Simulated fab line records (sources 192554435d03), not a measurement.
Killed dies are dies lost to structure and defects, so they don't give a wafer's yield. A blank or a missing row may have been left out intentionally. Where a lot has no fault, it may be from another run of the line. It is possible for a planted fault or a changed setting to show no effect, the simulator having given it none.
The tool behind it: which one?    flow n5_finfet    Sampling: 8 lots, 24 wafers, 7 of 1938 route steps

WHAT EACH GAUGE READ, for each wafer
N5_MOL_CONTACT_COAG_CD_MEAS_40 targets a cd of 25.1 nm. Usual: cd_nm at 25.11 nm, with a standard deviation of 0.21.
lot   measured      on         cd_nm (nm)         flag
L766  day 5 16:16   cd_sem-03  25.06 25.21 25.30  
L767  day 5 20:20   cd_sem-03  25.22 25.13 25.15  
L773  day 7 09:28   cd_sem-03  24.99 25.27 24.93  
L776  day 8 04:08   cd_sem-03  24.69 25.24 25.35  
L775  day 8 04:25   cd_sem-03  25.07 25.36 25.00  
L785  day 10 08:17  cd_sem-01  25.03 24.61 25.44  
L786  day 10 14:43  cd_sem-03  24.95 24.99 24.74  
L787  day 10 17:53  cd_sem-02  24.94 24.91 25.07  

N5_MOL_CONTACT_COAG_OVL_MEAS_41. Usual: for VD_OVL the level is -0.3 nm and the standard deviation is 0.74.
lot   measured      on          VD_OVL (nm)     flag
L766  day 5 16:17   overlay-02  -1.4 -0.7 0.6   
L767  day 5 20:22   overlay-01  0.5 -0.3 0.2    
L773  day 7 09:31   overlay-02  0.8 0.0 -0.3    
L776  day 8 04:10   overlay-01  -1.5 -1.6 -1.1  
L775  day 8 04:28   overlay-02  0.1 -0.6 0.4    
L785  day 10 08:19  overlay-02  0.5 0.8 0.4     
L786  day 10 14:44  overlay-02  0.0 0.2 0.3     
L787  day 10 17:55  overlay-02  -0.5 -1.0 -1.2  

N5_MOL_CONTACT_COAG_CD_MEAS_101 targets a cd of 16 nm. Usual: cd_nm at 15.9 nm, with a standard deviation of 0.3.
lot   measured      on         cd_nm (nm)      flag
L766  day 5 17:28   cd_sem-02  16.5 16.4 16.3  
L767  day 5 21:27   cd_sem-01  15.7 16.2 16.2  
L773  day 7 10:36   cd_sem-02  15.4 15.7 15.9  
L776  day 8 05:10   cd_sem-02  - - -           OFF
L775  day 8 05:57   cd_sem-03  - - -           OFF
L785  day 10 09:22  cd_sem-01  15.6 15.5 15.9  
L786  day 10 16:04  cd_sem-02  15.9 16.3 16.1  
L787  day 10 18:49  cd_sem-01  15.8 16.2 15.9  

N5_BEOL_M4_RC_MEAS_101. Usual: DIBL_N 36.4 mV/V, standard deviation 1.2; DIBL_P 36.1 mV/V, standard deviation 1.6; IOFF_N 0.156 nA/um, standard deviation 0.024; IOFF_P 0.21 nA/um, standard deviation 0.031; ION_N 674 uA/um, standard deviation 11; ION_P 463 uA/um, standard deviation 6.9; SS_N 71.5 mV/dec, standard deviation 0.5; SS_P 73.2 mV/dec, standard deviation 0.55; VT_N 250.0 mV, standard deviation 2.9; VT_P -250 mV, standard deviation 3.6.
lot   measured      on         DIBL_N (mV/V)   DIBL_P (mV/V)   IOFF_N (nA/um)     IOFF_P (nA/um)  ION_N (uA/um)  ION_P (uA/um)  SS_N (mV/dec)   SS_P (mV/dec)   VT_N (mV)          VT_P (mV)       flag
L766  day 8 05:44   prober-01  37.3 38.7 36.8  38.3 39.4 37.6  0.181 0.208 0.167  0.23 0.24 0.21  680 684 674    469 464 459    72.1 72.1 72.4  73.3 73.8 73.3  247.3 244.2 247.0  -250 -249 -251  
L767  day 8 06:26   prober-02  35.5 35.4 37.9  36.6 36.2 39.3  0.160 0.146 0.207  0.20 0.18 0.24  675 661 679    456 450 463    71.5 71.3 71.7  73.7 73.5 75.0  248.2 250.2 244.5  -252 -257 -249  
L773  day 10 06:21  prober-02  39.1 37.1 38.8  38.8 35.5 38.1  0.219 0.158 0.207  0.26 0.21 0.25  698 676 698    476 466 471    72.2 71.5 71.7  73.5 73.5 73.9  243.5 249.8 244.3  -246 -249 -246  
L785  day 13 12:59  prober-02  37.2 35.7 36.0  36.8 34.9 34.9  0.152 0.127 0.134  0.20 0.18 0.18  674 669 681    464 462 464    71.7 71.3 71.2  72.6 72.5 72.6  251.9 253.1 253.8  -254 -254 -255  
L786  day 14 02:38  prober-02  37.1 36.2 36.1  37.7 36.1 36.2  0.179 0.154 0.154  0.23 0.20 0.20  668 657 670    464 455 460    71.8 71.2 71.6  74.1 73.4 73.5  247.6 252.0 250.1  -249 -253 -253  
L787  day 14 02:44  prober-01  35.8 35.0 35.1  35.8 34.4 34.8  0.156 0.141 0.140  0.19 0.17 0.17  678 674 681    464 452 464    71.4 72.0 71.5  73.8 73.3 72.8  248.1 251.6 248.5  -253 -255 -254  

WHAT TOOL EACH LOT RAN ON (gives the tool, then ch and the chambers of the sampled wafers, and finally the start)
lot   N5_MOL_CONTACT_COAG_STRIP_119         N5_MOL_CONTACT_COAG_ETCH_66         N5_MOL_CONTACT_COAG_ETCHBACK_134
L766  plasma_asher-01 ch 0,1, day 5 15:48   rie_diel-03 ch 0,1,3, day 5 16:26   rie_diel-03 ch 0,1,3, day 5 16:58
L767  plasma_asher-01 ch 0,1, day 5 19:45   rie_diel-02 ch 0,1, day 5 20:31     rie_diel-02 ch 1,3, day 5 20:56
L773  plasma_asher-02 ch 0,1, day 7 09:01   rie_diel-01 ch 1,2,3, day 7 09:38   rie_diel-01 ch 1,3, day 7 10:05
L776  plasma_asher-02 ch 0, day 8 03:35     rie_diel-01 ch 0,1, day 8 04:19     rie_diel-02 ch 0,1,2, day 8 04:38
L775  plasma_asher-02 ch 0,1, day 8 03:57   rie_diel-03 ch 1,2, day 8 04:59     rie_diel-02 ch 1,2,3, day 8 05:26
L785  plasma_asher-01 ch 0,1, day 10 07:29  rie_diel-01 ch 2,3, day 10 08:33    rie_diel-01 ch 1,3, day 10 08:49
L786  plasma_asher-02 ch 0,1, day 10 14:07  rie_diel-01 ch 0,1,2, day 10 14:53  rie_diel-02 ch 0,3, day 10 15:34
L787  plasma_asher-02 ch 0,1, day 10 17:25  rie_diel-02 ch 0,1,3, day 10 18:04  rie_diel-02 ch 0,1,3, day 10 18:19
- N5_MOL_CONTACT_COAG_STRIP_119: strips in N2/H2, time 30 s.
- N5_MOL_CONTACT_COAG_ETCH_66: etches SiARC in CF4, target depth 13 nm, time 21.7 s.
- N5_MOL_CONTACT_COAG_ETCHBACK_134: etches SiO2 in CHF3, target depth 10 nm, time 6.7 s.

AS READ BY THE TOOLS THEMSELVES (means over the sampled wafers that have a number; for cases with no such wafer, the mark the record gives instead)
N5_MOL_CONTACT_COAG_STRIP_119. Usual: drypump_motor_current_A 5.88 A, standard deviation 0.14; heater_power_w 344 W, standard deviation 23.
lot   tool             drypump_motor_current_A (A)  heater_power_w (W)  flag
L766  plasma_asher-01  5.96                         348                 
L767  plasma_asher-01  5.97                         364                 
L773  plasma_asher-02  5.82                         332                 
L776  plasma_asher-02  5.70                         340                 
L775  plasma_asher-02  5.73                         339                 
L785  plasma_asher-01  5.98                         347                 
L786  plasma_asher-02  5.84                         328                 
L787  plasma_asher-02  5.82                         327                 

N5_MOL_CONTACT_COAG_ETCH_66. Usual: bias_w 35.98 W, standard deviation 0.11; cf4_flow_sccm 100.0 sccm, standard deviation 0.32; drypump_motor_current_A 5.8 A, standard deviation 0.45; etch_rf_on_time_s 21.60 s, standard deviation 0.29; oes_product_au 0.67 a.u., standard deviation 0.072; rf_vpp_V 184.1 V, standard deviation 1.2; showerhead_plenum_p_Torr 2.14 Torr, standard deviation 0.067; throttle_valve_pct 15.48 %, standard deviation 0.23.
lot   tool         bias_w (W)  cf4_flow_sccm (sccm)  drypump_motor_current_A (A)  etch_rf_on_time_s (s)  oes_product_au (a.u.)  rf_vpp_V (V)  showerhead_plenum_p_Torr (Torr)  throttle_valve_pct (%)  flag
L766  rie_diel-03  35.97       100.2                 6.1                          21.80                  0.61                   184.7         2.15                             15.65                   
L767  rie_diel-02  35.91       100.1                 5.0                          21.51                  0.64                   183.5         2.08                             15.42                   
L773  rie_diel-01  35.93       100.2                 5.9                          21.58                  0.72                   184.4         2.16                             15.30                   
L776  rie_diel-01  -           -                     -                            -                      -                      -             -                                -                       OFF
L775  rie_diel-03  -           -                     -                            -                      -                      -             -                                -                       OFF
L785  rie_diel-01  36.01       100.0                 5.8                          21.39                  0.66                   185.0         2.17                             15.35                   
L786  rie_diel-01  36.05       100.1                 5.9                          21.33                  0.71                   184.3         2.13                             15.29                   
L787  rie_diel-02  36.05       99.6                  5.4                          21.76                  0.64                   183.7         2.11                             15.51                   

N5_MOL_CONTACT_COAG_ETCHBACK_134. Usual: CHF3_flow_sccm 50.01 sccm, standard deviation 0.14; drypump_motor_current_A 5.7 A, standard deviation 0.44; oes_product_au 0.81 a.u., standard deviation 0.089; rf_vpp_V 521 V, standard deviation 5.5; showerhead_plenum_p_Torr 2.38 Torr, standard deviation 0.072; throttle_valve_pct 18.57 %, standard deviation 0.23.
lot   tool         CHF3_flow_sccm (sccm)  drypump_motor_current_A (A)  oes_product_au (a.u.)  rf_vpp_V (V)  showerhead_plenum_p_Torr (Torr)  throttle_valve_pct (%)  flag
L766  rie_diel-03  50.12                  6.1                          0.72                   522           2.39                             18.73                   
L767  rie_diel-02  50.11                  5.5                          0.78                   526           2.37                             18.69                   
L773  rie_diel-01  50.03                  6.1                          0.88                   525           2.46                             18.40                   
L776  rie_diel-02  49.94                  5.3                          0.30                   521           2.36                             18.52                   OFF
L775  rie_diel-02  49.93                  5.4                          0.30                   523           2.37                             18.68                   OFF
L785  rie_diel-01  49.85                  6.0                          0.85                   521           2.38                             18.47                   
L786  rie_diel-02  49.91                  5.7                          0.78                   526           2.40                             18.65                   
L787  rie_diel-02  50.02                  5.4                          0.75                   524           2.35                             18.62                   

THE ANSWER, worked out from the rows above alone
Rule: take the mean of a lot's wafers that have a number; if it is more than 3 standard deviations from the usual mean, the lot is off. Also off: a lot with no number at a reading for which 4 or more lots have one. All remaining lots with rows at the step are treated as sound. Order of review: gauges by route order, followed by the tools' own readings, for which a lot's mean as printed above is used. The first step at which some lot is off is used, and at that step the reading that is off furthest; a lot without a number counts as furthest.
Off, at N5_MOL_CONTACT_COAG_CD_MEAS_101 on cd_nm: L776, L775. Without a number there: L776, L775.
A tool fits if, at a process step before that reading, it ran every lot that is off, and no sound lot after the first of them. Not tried: the gauges at N5_MOL_CONTACT_COAG_CD_MEAS_101; whatever is off there is also off at N5_MOL_CONTACT_COAG_ETCH_66, on other tools, and gauge error can't account for it. None of those tried fits.

WHAT WAS PUT IN BY THE SIMULATOR
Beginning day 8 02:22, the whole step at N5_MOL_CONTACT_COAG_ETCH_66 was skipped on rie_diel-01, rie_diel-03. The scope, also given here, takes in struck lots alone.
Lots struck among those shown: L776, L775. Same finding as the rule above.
